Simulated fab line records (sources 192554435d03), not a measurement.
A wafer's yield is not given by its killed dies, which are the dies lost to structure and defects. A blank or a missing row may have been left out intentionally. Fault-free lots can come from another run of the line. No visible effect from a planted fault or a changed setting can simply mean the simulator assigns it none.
fab line records	flow n5_finfet
record: lots: 7	wafers: 21	last_day: 18
route steps=1938 shown START@1 ZERO_LAYER@2 PASSIVATION@1936
lots with no fault: from the same line, run without faults
start_h: hours from the record's first day to the start of the lot's first wafer shown	wait_h: hours since the lot's step before	" unchanged from the row above	L1.1+2: a single row standing in for several wafers	- value missing, or start not given	* or withheld: withheld	< > ~ a bound
route shown NAME@n: a module of which the file shows steps, and the number in the route of the first	usual: mean/standard deviation taken from wafers without a fault	same: alike in all rows	chamber/n: place in a boat	sites: readings site by site	_std_site: standard deviation of those values	_edge_site: outer sites' mean less inner sites'	radius_mm: for every site, how far away it sits from the centre of the wafer	mask NAME#n: copy n	behind: the last tool/chamber to shape the wafer	hold: reason for holding the lot/hours on hold/outcome of the hold	device: transistor that didn't switch, given as n, p or np	end of line: tests of these same wafers at the route's end	for a step that has no rows: nothing shown but its recipe	killed: at the first sort, the dies lost to defects and structure; wafer yield is something else	map: a wafer's dies, x killed, . not, _ none there
set.NAME: the setting the step ran with; set.NAME@STEP: the setting that earlier step ran with	model.NAME: the simulator's own value behind a step, which no gauge read
certain route steps with their lots: each step a table, each wafer a row
services: the hour from which a tool's chamber was out of use, counted from the record's first day as start_h (under 0 if before that day), plus the number of hours and why
== steps ==
step: N5_START_INSPECT_01
recipe: inspect_instrument: unpatterned_scan	mode: incoming
usual: raw_defect_count: 5.8/2.5
lot.wafer	tool	chamber	start_h	wait_h	raw_defect_count
L393.1	defect_inspect-01	-	18.03	-	9
L393.4	"	-	"	"	4
L393.5	"	-	"	"	3
L394.2	defect_inspect-02	-	24.03	-	8
L394.4	"	-	"	"	7
L394.5	"	-	"	"	6
L399.3	defect_inspect-02	-	54.03	-	4
L399.5	"	-	"	"	11
L399.6	"	-	"	"	10
L404.2	defect_inspect-02	-	84.03	-	7
L404.4	"	-	"	"	2
L404.5	"	-	"	"	9
L413.1	defect_inspect-02	-	138.03	-	5
L413.3	"	-	"	"	5
L413.4	"	-	"	"	6
L414.1	defect_inspect-01	-	144.03	-	7
L414.2	"	-	"	"	3
L414.3	"	-	"	"	9
L415.1	defect_inspect-02	-	150.03	-	6
L415.4	"	-	"	"	1
L415.5	"	-	"	"	10
step: N5_ZERO_LAYER_PRECLEAN_00
recipe: chemistry: SPM	time_s: 600	temp_c: 120	mix: 4:1
step: N5_ZERO_LAYER_SRD_01
recipe: time_s: 30	temp_c: 23	rinse_liquid: diw	dry: n2_spin	spin_rpm: 1500	dry_time_s: 30
step: N5_ZERO_LAYER_PECVD_02
recipe: material: SiO2	target_thk_a: 100	temp_c: 400	precursor: SiH4/N2O	pressure_torr: 0.75	rf_w: 275	time_s: 6
usual: heater_power_w: 810/89	showerhead_plenum_p_Torr: 8.13/0.08
lot.wafer	tool	chamber	start_h	wait_h	heater_power_w	showerhead_plenum_p_Torr
L393.1	pecvd-04	0	18.29	0.0	978	8.10
L393.4	"	2	"	"	884	8.11
L393.5	"	1	"	"	703	8.00
L394.2	pecvd-02	0	24.28	0.0	727	8.20
L394.4	"	0	"	"	736	8.20
L394.5	"	1	"	"	772	8.21
L399.3	pecvd-01	1	54.28	0.0	790	8.13
L399.5	"	0	"	"	708	8.15
L399.6	"	2	"	"	824	8.31
L404.2	pecvd-02	2	84.28	0.0	798	8.06
L404.4	"	1	"	"	703	8.20
L404.5	"	0	"	"	849	8.20
L413.1	pecvd-02	0	138.28	0.0	761	8.18
L413.3	"	2	"	"	858	8.08
L413.4	"	1	"	"	652	8.22
L414.1	pecvd-01	2	144.28	0.0	828	8.28
L414.2	"	1	"	"	815	8.12
L414.3	"	0	"	"	628	8.13
L415.1	pecvd-02	0	150.28	0.0	809	8.19
L415.4	"	0	"	"	822	8.16
L415.5	"	2	"	"	934	8.07
step: N5_ZERO_LAYER_HMDS_04
recipe: time_s: 60	temp_c: 120
step: N5_ZERO_LAYER_COAT_05
recipe: spin_rpm: 1500	resist_thk_nm: 1000
step: N5_ZERO_LAYER_EBR_07
recipe: solvent: PGMEA	ebr_width_mm: 1.5
step: N5_ZERO_LAYER_SOFTBAKE_06
recipe: temp_c: 100	time_s: 90
step: N5_ZERO_LAYER_EXPOSE_08
recipe: mask_id: ZERO	na: 0.55	source_shape: conventional	sigma_outer: 0.8	polarization: unpolarized	defocus_nm: 0	target_cd_nm: 2000	dose_mj: 16.2
lot.wafer	tool	chamber	start_h	wait_h	mask
L393.1+4+5	krf_scanner-02	0	18.47	-	ZERO#0
L394.2+4+5	krf_scanner-02	0	24.47	-	ZERO#0
L399.3+5+6	krf_scanner-01	0	54.48	-	ZERO#0
L404.2+4+5	krf_scanner-01	0	84.47	-	ZERO#0
L413.1+3+4	krf_scanner-02	0	138.47	-	ZERO#0
L414.1+2+3	krf_scanner-02	0	144.46	-	ZERO#0
L415.1+4+5	krf_scanner-02	0	150.46	-	ZERO#0
step: N5_ZERO_LAYER_PEB_09
recipe: peb_temp_c: withheld	peb_time_s: *
step: N5_ZERO_LAYER_DEVELOP_10
recipe: develop_time_s: 60	rinse_liquid: diw	dry: air_spin	dev_temp_c: 21
step: N5_ZERO_LAYER_HARDBAKE_23
recipe: temp_c: 130	time_s: 120
step: N5_ZERO_LAYER_CD_MEAS_11
recipe: target_cd_nm: 2000	landing_energy_ev: 500	detector: se_inlens
usual: cd_nm: 2000.7/2.7
lot.wafer	tool	chamber	start_h	wait_h	cd_nm
L393.1	cd_sem-01	0	18.65	-	2001.4
L393.4	"	0	"	"	2000.5
L393.5	"	0	"	"	2000.4
L394.2	cd_sem-03	0	24.64	-	2006.3
L394.4	"	0	"	"	1999.8
L394.5	"	0	"	"	1998.7
L399.3	cd_sem-02	0	54.64	-	2001.7
L399.5	"	0	"	"	2003.9
L399.6	"	0	"	"	2000.0
L404.2	cd_sem-02	0	84.64	-	1997.9
L404.4	"	0	"	"	2000.4
L404.5	"	0	"	"	2003.1
L413.1	cd_sem-03	0	138.65	-	2003.0
L413.3	"	0	"	"	2002.8
L413.4	"	0	"	"	2023.4
L414.1	cd_sem-03	0	144.64	-	2005.9
L414.2	"	0	"	"	2024.6
L414.3	"	0	"	"	2003.0
L415.1	cd_sem-02	0	150.64	-	2001.7
L415.4	"	0	"	"	2019.4
L415.5	"	0	"	"	1998.8
step: N5_ZERO_LAYER_DESCUM_16
recipe: chemistry: O2	time_s: 7.9	source_power_w: 50	bias_power_w: 20	pressure_mtorr: 20	rf_frequency_hz: 2.712e+07	temp_c: 40	o2_flow_sccm: 225
usual: drypump_motor_current_A: 5.7/0.45	oes_product_au: 0.80/0.1	rf_vpp_V: 243.1/1.2	showerhead_plenum_p_Torr: 2.10/0.058	throttle_valve_pct: 20.35/0.21
lot.wafer	tool	chamber	start_h	wait_h	drypump_motor_current_A	oes_product_au	rf_hours_counter_h	rf_vpp_V	showerhead_plenum_p_Torr	throttle_valve_pct	model.ZERO_LAYER.cd_nm
L393.1	rie_diel-05	1	18.69	0.0	5.9	0.70	201	244.8	2.16	20.25	2001
L393.4	"	0	"	"	5.1	0.74	143	243.2	2.03	20.37	2000
L393.5	"	3	"	"	5.8	0.76	-	245.9	2.20	20.77	2000
L394.2	rie_diel-03	2	24.69	0.0	5.8	0.84	60	244.7	2.12	20.16	2006
L394.4	"	1	"	"	6.6	0.82	108	242.9	2.08	20.22	2000
L394.5	"	1	"	"	6.6	0.81	-	243.7	2.08	20.22	1999
L399.3	rie_diel-05	0	55.13	0.5	5.1	0.73	152	242.7	2.03	20.37	2002
L399.5	"	0	"	"	5.1	0.73	-	241.1	2.02	20.40	2004
L399.6	"	3	"	"	5.8	0.74	-	243.1	2.19	20.78	-
L404.2	rie_diel-03	2	84.80	0.2	5.8	0.81	80	242.4	2.12	20.16	1998
L404.4	"	0	"	"	6.0	0.89	33	244.4	2.11	20.35	2001
L404.5	"	0	"	"	6.0	0.88	-	244.4	2.11	20.36	2003
L413.1	rie_diel-01	3	138.68	0.0	6.0	0.88	33	244.8	2.13	20.29	2003
L413.3	"	0	"	"	5.5	0.94	9	240.9	2.04	20.09	2003
L413.4	"	2	"	"	5.3	0.98	3	242.3	2.07	20.25	2023
L414.1	rie_diel-03	0	144.68	0.0	6.0	0.84	49	242.4	2.11	20.37	2006
L414.2	"	1	"	"	6.6	0.78	144	244.2	2.07	20.27	2025
L414.3	"	2	"	"	5.8	0.79	96	243.7	2.11	20.22	2003
L415.1	rie_diel-01	2	150.88	0.2	5.3	0.95	9	242.4	2.07	20.26	2001
L415.4	"	3	"	"	6.0	0.87	38	243.7	2.13	20.29	2020
L415.5	"	1	"	"	5.4	0.90	-	241.8	2.06	20.01	1999
step: N5_ZERO_LAYER_ETCH_17
recipe: chemistry: CF4	target: SiO2	target_depth_a: 120	time_s: 13.3	ion_energy_ev: 350	pressure_mtorr: 40	source_w: 450	bias_w: 215	Ar_flow_sccm: 100	cf4_flow_sccm: 100
usual: drypump_motor_current_A: 5.7/0.45	oes_product_au: 0.80/0.11	rf_vpp_V: 949/3.6	showerhead_plenum_p_Torr: 2.14/0.06	throttle_valve_pct: 15.56/0.22
lot.wafer	tool	chamber	start_h	wait_h	drypump_motor_current_A	oes_product_au	rf_hours_counter_h	rf_vpp_V	showerhead_plenum_p_Torr	throttle_valve_pct
L393.1	rie_diel-05	1	18.73	0.0	5.9	0.68	201	952	2.20	15.51
L393.4	"	0	"	"	5.1	0.74	143	944	2.06	15.49
L393.5	"	3	"	"	5.8	0.73	-	954	2.23	15.94
L394.2	rie_diel-03	2	24.72	0.0	5.8	0.83	60	949	2.17	15.43
L394.4	"	1	"	"	6.6	0.81	108	949	2.14	15.58
L394.5	"	1	"	"	6.6	0.82	-	950	2.14	15.61
L399.3	rie_diel-05	0	55.17	0.0	5.2	0.74	152	943	2.05	15.51
L399.5	"	0	"	"	5.1	0.73	-	944	2.05	15.51
L399.6	"	3	"	"	5.8	0.73	-	955	2.23	15.97
L404.2	rie_diel-03	2	84.83	0.0	5.8	0.81	80	949	2.16	15.46
L404.4	"	0	"	"	6.1	0.90	33	951	2.16	15.47
L404.5	"	0	"	"	6.1	0.90	-	953	2.16	15.47
L413.1	rie_diel-01	3	138.72	0.0	6.0	0.89	33	951	2.20	15.58
L413.3	"	0	"	"	5.5	0.96	9	946	2.09	15.27
L413.4	"	2	"	"	5.3	0.97	3	948	2.09	15.23
L414.1	rie_diel-03	0	144.71	0.0	6.0	0.86	49	950	2.15	15.51
L414.2	"	1	"	"	6.6	0.78	144	948	2.13	15.67
L414.3	"	2	"	"	5.8	0.79	96	951	2.16	15.49
L415.1	rie_diel-01	2	150.91	0.0	5.3	0.94	9	945	2.09	15.21
L415.4	"	3	"	"	6.1	0.87	38	951	2.20	15.57
L415.5	"	1	"	"	5.4	0.87	-	947	2.11	15.26
step: N5_ZERO_LAYER_ETCH_18
recipe: chemistry: HBr/Cl2	target: Si	target_depth_a: 1200	time_s: 40	pressure_mtorr: 10	icp_w: 800	bias_w: 75	HBr_flow_sccm: 150	Cl2_flow_sccm: 80
usual: drypump_motor_current_A: 5.8/0.47	he_backside_leak_sccm: 2.8/0.38	oes_product_au: 0.997/0.015	throttle_valve_pct: 36.4/0.31
lot.wafer	tool	chamber	start_h	wait_h	drypump_motor_current_A	he_backside_leak_sccm	oes_product_au	rf_hours_counter_h	throttle_valve_pct	model.ZERO_LAYER.cd_nm
L393.1	rie_si-01	1	18.80	0.1	5.5	2.9	0.998	174	36.8	2002
L393.4	"	3	"	"	5.6	3.3	0.979	196	36.6	2001
L393.5	"	1	"	"	5.4	2.9	1.008	-	36.8	2000
L394.2	rie_si-02	2	24.80	0.0	5.6	2.9	0.999	177	35.9	2006
L394.4	"	3	"	"	6.5	2.6	1.012	1	36.2	2000
L394.5	"	3	"	"	6.5	2.5	1.014	-	36.2	1999
L399.3	rie_si-03	1	55.24	0.0	5.0	2.7	0.994	102	36.8	2002
L399.5	"	0	"	"	5.9	2.8	0.979	-	36.7	2004
L399.6	"	1	"	"	5.0	2.7	1.000	-	36.8	2000
L404.2	rie_si-02	2	84.91	0.0	5.7	3.0	1.000	178	35.9	1998
L404.4	"	3	"	"	6.5	2.5	1.011	2	36.3	2001
L404.5	"	2	"	"	5.7	3.0	1.001	-	35.9	2003
L413.1	rie_si-02	0	138.79	0.0	5.9	2.5	0.999	34	36.5	2003
L413.3	"	3	"	"	6.5	2.6	1.009	4	36.3	2003
L413.4	"	1	"	"	6.3	2.7	1.019	85	35.9	2023
L414.1	rie_si-03	3	144.79	0.0	5.3	2.4	0.974	134	36.2	2006
L414.2	"	0	"	"	5.9	3.0	0.995	121	36.7	2025
L414.3	"	1	"	"	5.1	2.8	0.996	104	36.8	2003
L415.1	rie_si-03	0	150.99	0.0	5.9	2.9	0.977	121	36.7	2001
L415.4	"	1	"	"	5.0	2.7	0.992	104	36.8	2020
L415.5	"	1	"	"	5.0	2.8	0.998	-	36.8	1999
step: N5_ZERO_LAYER_STRIP_24
recipe: chemistry: O2	power_w: 1000	temp_c: 250	overash_fraction: 0.3	pressure_mtorr: 1000	o2_flow_sccm: 6750
usual: drypump_motor_current_A: 5.6/0.39	heater_power_w: 351/24	oes_product_au: 0.647/0.0043	strip_time_to_endpoint_s: 43.88/0.092
lot.wafer	tool	chamber	start_h	wait_h	drypump_motor_current_A	heater_power_w	oes_product_au	rf_hours_counter_h	strip_time_to_endpoint_s
L393.1	plasma_asher-02	0	18.91	0.1	5.1	363	0.641	66	43.88
L393.4	"	0	"	"	5.2	352	0.643	-	43.83
L393.5	"	1	"	"	5.8	317	0.649	-	43.87
L394.2	plasma_asher-02	0	24.90	0.1	5.2	365	0.654	68	43.84
L394.4	"	0	"	"	5.1	360	0.650	-	43.87
L394.5	"	0	"	"	5.1	362	0.647	-	43.88
L399.3	plasma_asher-02	0	55.36	0.1	5.1	355	0.647	-	43.79
L399.5	"	1	"	"	5.7	317	0.641	-	43.73
L399.6	"	0	"	"	5.1	364	0.640	-	43.80
L404.2	plasma_asher-02	1	85.01	0.1	5.8	320	0.654	79	43.95
L404.4	"	1	"	"	5.8	318	0.643	-	43.84
L404.5	"	1	"	"	5.8	317	0.650	-	43.81
L413.1	plasma_asher-01	0	138.90	0.1	5.5	357	0.652	58	43.82
L413.3	"	0	"	"	5.5	360	0.649	-	43.76
L413.4	"	1	"	"	6.2	378	0.648	-	43.85
L414.1	plasma_asher-02	1	144.89	0.1	5.7	318	0.646	91	43.97
L414.2	"	0	"	"	5.1	356	0.644	91	43.95
L414.3	"	0	"	"	5.2	361	0.647	-	44.04
L415.1	plasma_asher-01	0	151.09	0.1	5.5	348	0.644	60	43.96
L415.4	"	1	"	"	6.3	387	0.646	-	43.87
L415.5	"	1	"	"	6.2	388	0.653	-	43.85
step: N5_PASSIVATION_PROBE_49
usual: killed_at_M0_to_M3: 32/11	killed_at_M4_up: 12/4.4	killed_at_contacts: 13/6.1	killed_at_front_end: 39/12	killed_at_other: 3.9/3	killed_dies: 100/17	killed_open: 66/12	killed_short: 33/7.4
same: gross_dies: 1180	killed_at_back_side: 0
lot.wafer	tool	chamber	start_h	wait_h	killed_at_M0_to_M3	killed_at_M4_up	killed_at_contacts	killed_at_front_end	killed_at_other	killed_dies	killed_open	killed_short
L394.2	prober-01	-	309.02	0.1	22	16	14	45	2	99	56	36
L394.4	prober-01	-	309.12	0.2	33	6	8	46	2	95	64	30
L394.5	prober-01	-	309.17	0.2	12	17	20	41	1	91	63	27
L399.3	prober-01	-	322.74	0.1	51	12	16	24	8	111	74	36
L399.5	prober-01	-	322.84	0.2	47	7	13	20	5	92	63	27
L399.6	prober-01	-	322.89	0.3	23	7	19	20	5	74	50	23
L404.2	prober-02	-	353.66	0.1	33	15	12	46	7	113	81	29
L404.4	prober-02	-	353.76	0.2	28	4	8	29	8	77	40	35
L404.5	prober-02	-	353.81	0.2	36	9	12	50	11	118	80	35
killed by level:class
L394.2 MOL_CONTACT_COAG:geometric_particle:open=11 DUMMY_GATE:geometric_particle:open=6 GATE_CUT:geometric_particle:short=6 HKMG_FIN:area_etch=6 FIN_SAQP:geometric_particle:short=5 ILD0:geometric_particle:short=5 BEOL_M0_SAQP:geometric_particle:short=5 BEOL_M1:geometric_particle:open=5
L394.4 STI_FIN_REVEAL:geometric_particle:open=17 BEOL_M2:geometric_particle:open=11 BEOL_M1:geometric_particle:open=10 GATE_CUT:geometric_particle:open=6 GATE_CUT:geometric_particle:short=6 STI_FIN_REVEAL:geometric_particle:short=4 MOL_CONTACT_COAG:geometric_particle:short=4 BEOL_M0_SAQP:geometric_particle:short=4
L394.5 MOL_CONTACT_COAG:geometric_particle:open=16 FIN_SAQP:geometric_particle:open=7 DUMMY_GATE:geometric_particle:open=7 FIN_SAQP:geometric_particle:short=6 GATE_CUT:geometric_particle:short=6 BEOL_M4:geometric_particle:open=6 BEOL_M5:geometric_particle:open=5 STI_FIN_REVEAL:geometric_particle:open=4
L399.3 BEOL_M0_SAQP:geometric_particle:short=13 BEOL_M3:geometric_particle:open=12 MOL_CONTACT_COAG:geometric_particle:open=12 BEOL_M0_SAQP:geometric_particle:open=10 BEOL_M2:geometric_particle:open=8 FIN_SAQP:geometric_particle:open=5 STI_FIN_REVEAL:geometric_particle:open=4 MOL_CONTACT_COAG:geometric_particle:short=4
L399.5 BEOL_M0_SAQP:geometric_particle:open=14 BEOL_M2:geometric_particle:open=13 BEOL_M0_SAQP:geometric_particle:short=11 MOL_CONTACT_COAG:geometric_particle:open=9 FIN_SAQP:geometric_particle:open=4 MOL_CONTACT_COAG:geometric_particle:short=4 BEOL_M3:geometric_particle:open=4 FIN_SAQP:geometric_particle:short=3
L399.6 MOL_CONTACT_COAG:geometric_particle:open=14 BEOL_M0_SAQP:geometric_particle:open=8 GATE_CUT:geometric_particle:short=5 MOL_CONTACT_COAG:geometric_particle:short=5 BEOL_M0:geometric_particle:open=5 STI_FIN_REVEAL:geometric_particle:open=4 BEOL_M0_SAQP:geometric_particle:short=4 GATE_CUT:geometric_particle:open=3
L404.2 STI_FIN_REVEAL:geometric_particle:open=17 MOL_CONTACT_COAG:geometric_particle:open=10 BEOL_M1:geometric_particle:open=10 BEOL_M0_SAQP:geometric_particle:short=9 BEOL_M0_SAQP:geometric_particle:open=8 FIN_SAQP:geometric_particle:short=7 FIN_SAQP:geometric_particle:open=7 DUMMY_GATE:geometric_particle:open=4
L404.4 MOL_CONTACT_COAG:geometric_particle:open=6 BEOL_M0_SAQP:geometric_particle:short=6 BEOL_M0_SAQP:geometric_particle:open=6 BEOL_M2:geometric_particle:open=6 FIN_SAQP:geometric_particle:open=5 ILD0:geometric_particle:short=5 STI_FIN_REVEAL:geometric_particle:open=4 STI_FIN_REVEAL:geometric_particle:short=4
L404.5 STI_FIN_REVEAL:geometric_particle:open=19 BEOL_M3:geometric_particle:open=12 BEOL_M0_SAQP:geometric_particle:open=7 FIN_SAQP:geometric_particle:short=6 MOL_CONTACT_COAG:geometric_particle:open=6 STARTING-WAFER:geometric_particle:open=6 BEOL_M1:geometric_particle:open=5 ILD0:geometric_particle:open=4
== services ==
tool	chamber	start_h	hours	kind
krf_scanner-01	-	5.52	0.8	pm
pecvd-02	-	6.03	2.8	pm
rie_si-02	0	18.98	2.7	repair
rie_diel-01	1	20.02	4.9	repair
krf_scanner-02	-	48.21	7.2	pm
rie_diel-01	1	50.43	1.8	repair
rie_diel-01	0	50.97	8.6	repair
rie_diel-05	2	52.48	3.9	repair
krf_scanner-02	-	55.41	1.0	pm
rie_si-02	-	65.70	2.8	pm
rie_diel-01	2	76.26	18.7	repair
rie_diel-05	3	77.89	10.9	repair
rie_diel-03	0	77.97	4.1	repair
krf_scanner-02	-	83.32	1.3	pm
rie_diel-01	3	87.47	5.0	repair
rie_si-03	1	94.00	6.1	repair
rie_si-03	2	107.29	3.7	repair
rie_diel-01	-	116.47	2.8	pm
rie_diel-05	0	118.41	3.1	repair
krf_scanner-02	-	126.32	0.8	pm
rie_diel-03	-	134.45	2.8	pm
krf_scanner-02	-	135.78	0.5	repair
rie_diel-05	-	139.00	2.8	pm
rie_si-02	1	141.54	4.6	repair
== key ==
first_sign: step: N5_ZERO_LAYER_CD_MEAS_11	reading: cd_nm	direction: up	sigmas: 8	usual: 2000.7	struck: 2022.5
effect none on later readings
model_effect: step: N5_ZERO_LAYER_DESCUM_16	value: ZERO_LAYER.cd_nm	without: 2000	struck: 2023
model_effect: step: N5_ZERO_LAYER_ETCH_18	value: ZERO_LAYER.cd_nm	without: 2000	struck: 2023
met_at N5_ZERO_LAYER_EXPOSE_08
struck_wafers L413.4,L414.2,L415.4
tester_left_out L413,L414,L415
onset_between 24.47 138.47
fault: kind: process_parameter_drift	tool: krf_scanner-02	chamber: -	onset_h: 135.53	steps: N5_ZERO_LAYER_EXPOSE_08	channel: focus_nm	offset: 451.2	shape: step	end_h: 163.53	scope: struck_wafers_only
tester_left_out: of these lots the tester's yield and bins aren't shown, on N5 and GAA mostly nor the transistor test; their killed dies are dies lost to structure and defects alone, not to doping, threshold or leakage, so they don't give the yield
